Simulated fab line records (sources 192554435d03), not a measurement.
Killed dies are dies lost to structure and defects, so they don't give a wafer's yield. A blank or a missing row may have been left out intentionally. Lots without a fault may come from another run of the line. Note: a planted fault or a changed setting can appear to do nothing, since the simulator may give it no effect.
Split-lot experiment -- flow n5_finfet -- route with 1938 steps; 7 lots, 39 wafers read

== ABOUT THE SPLIT ==
At N5_BEOL_M2_DESCUM_16 (chemistry O2, time 7 s), the setting time_s was moved away from the recipe's 7 s on 15 of the 39 wafers read, by -45.7% to +44.9%. The other wafers ran this setting at the recipe's value.

== BETWEEN THE SPLIT AND THE READING: the file shows 1 step in between ==
- N5_BEOL_M2_ETCH_74: etches underlayer in N2/H2, target depth 6.5 nm, time 5.2 s

== THE READING ==
BEOL_M2.cd_offset_nm (the simulator's own value, which no gauge read), in nm, at N5_BEOL_M2_ETCH_63 (etches SiARC in CF4, target depth 15.6 nm, time 26 s). No usual value for it is given in the file. Average 0.1 nm, standard deviation 0.16 nm, over the 24 wafers here run with the recipe.

wafer,"tool, chamber at the split","time_s as run, s",against the recipe,"BEOL_M2.cd_offset_nm, nm",against lot-mates on the recipe
L084.1,"rie_diel-02, 0,1",3.969,-43.3%,-0.2,-0.4
L084.3,"rie_diel-02, 0,1",3.969,-43.3%,-0.2,-0.4
L084.2,"rie_diel-02, 3",7,recipe,0.2,-
L084.4,"rie_diel-02, 2",7,recipe,0.2,-
L084.6,"rie_diel-02, 3",7,recipe,0.2,-
L084.5,"rie_diel-02, 2",3.969,-43.3%,0,-0.2
L083.1,"rie_diel-06, 1,2,0,3,2,1",7,recipe,0,-
L083.2,"rie_diel-06, 1,2,0,3,2,1",7,recipe,0,-
L083.6,"rie_diel-06, 1,2,0,3,2,1",7,recipe,0,-
L083.3,"rie_diel-06, 1,2,0,3,2,1",7,recipe,-0.2,-
L083.4,"rie_diel-06, 1,2,0,3,2,1",7,recipe,-0.2,-
L083.5,"rie_diel-06, 1,2,0,3,2,1",7,recipe,-0.2,-
L085.1,"rie_diel-01, 1,3,1",7,recipe,0.2,-
L085.2,"rie_diel-01, 0",10.14,+44.9%,0.4,+0.3
L085.4,"rie_diel-01, 0,3",10.14,+44.9%,0.4,+0.3
L085.5,"rie_diel-01, 0,3",10.14,+44.9%,0.4,+0.3
L085.3,"rie_diel-01, 1,3,1",7,recipe,0,-
L085.6,"rie_diel-01, 1,3,1",7,recipe,0,-
L086.1,"rie_diel-06, 0,2",7,recipe,0,-
L086.5,"rie_diel-06, 0,2",7,recipe,0,-
L086.6,"rie_diel-06, 3",7,recipe,0,-
L086.2,"rie_diel-06, 1,2,3",3.8,-45.7%,-0.4,-0.4
L086.3,"rie_diel-06, 1,2,3",3.8,-45.7%,-0.4,-0.4
L086.4,"rie_diel-06, 1,2,3",3.8,-45.7%,-0.4,-0.4
L091.1,"rie_diel-06, 0,2,1",7,recipe,0.2,-
L091.6,"rie_diel-06, 0,2,1",7,recipe,0.2,-
L091.2,"rie_diel-06, 3,1",4.589,-34.4%,-0.2,-0.3
L091.4,"rie_diel-06, 3,1",4.589,-34.4%,-0.2,-0.3
L091.3,"rie_diel-06, 0,2,1",7,recipe,0,-
L091.5,"rie_diel-06, 0",4.589,-34.4%,-0.4,-0.5
L092.3,"rie_diel-01, 1,3",7,recipe,0.2,-
L092.5,"rie_diel-01, 1",7,recipe,0.2,-
L092.4,"rie_diel-01, 1,3",7,recipe,-0.2,-
L094.1,"rie_diel-06, 2,3,2",10.11,+44.4%,0.6,+0.4
L094.3,"rie_diel-06, 2,3,2",10.11,+44.4%,0.6,+0.4
L094.6,"rie_diel-06, 2,3,2",10.11,+44.4%,0.6,+0.4
L094.2,"rie_diel-06, 0,1,3",7,recipe,0.4,-
L094.4,"rie_diel-06, 0,1,3",7,recipe,0.2,-
L094.5,"rie_diel-06, 0,1,3",7,recipe,0,-
The file does not say which wafer passed through which chamber wherever a row lists several chambers: such a row stands for several wafers.

THE FIT
A straight line over all 39 wafers: BEOL_M2.cd_offset_nm changes by +0.0088 nm for each +1% of time_s; r = +0.85; the points scatter about the line by 0.15 nm.
The same after taking each lot's own level away (the mean of its wafers on the recipe; 39 wafers): +0.00864 nm for each +1%; r = +0.91; scatter 0.1 nm.
The reading moves by 0.39 nm for the largest change in time_s, on that fit.
Across the lots, their own levels run from -0.10 to 0.20 nm, a range of 1.9 times the standard deviation given above.
The two slopes agree, so the slope changes little with the lot-to-lot level.
Check: for one of the wafers moved furthest among these (-45.7%), held out of the fit, the line's prediction against its lot-mates is -0.403 nm. It came out at -0.4 nm against them.

== THE WHOLE CHAIN: every reading that the file lists as answering this split, in the file's order ==
step,what it does,reading,change (the file's fit),r (the file's)
N5_BEOL_M2_DESCUM_16,"chemistry O2, time 7 s","CAR-EUV_of_BEOL_M2_COAT_05.thk_nm (the simulator's own value, which no gauge read)",-0.0339 nm for each +1% of the setting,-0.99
N5_BEOL_M2_ETCH_63,"etches SiARC in CF4, target depth 15.6 nm, time 26 s","BEOL_M2.cd_offset_nm (the simulator's own value, which no gauge read)",+0.00867 nm for each +1% of the setting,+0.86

== THE FILE'S OWN FIT ==
BEOL_M2.cd_offset_nm changes by +0.00867 nm for each +1% of time_s, r = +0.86.
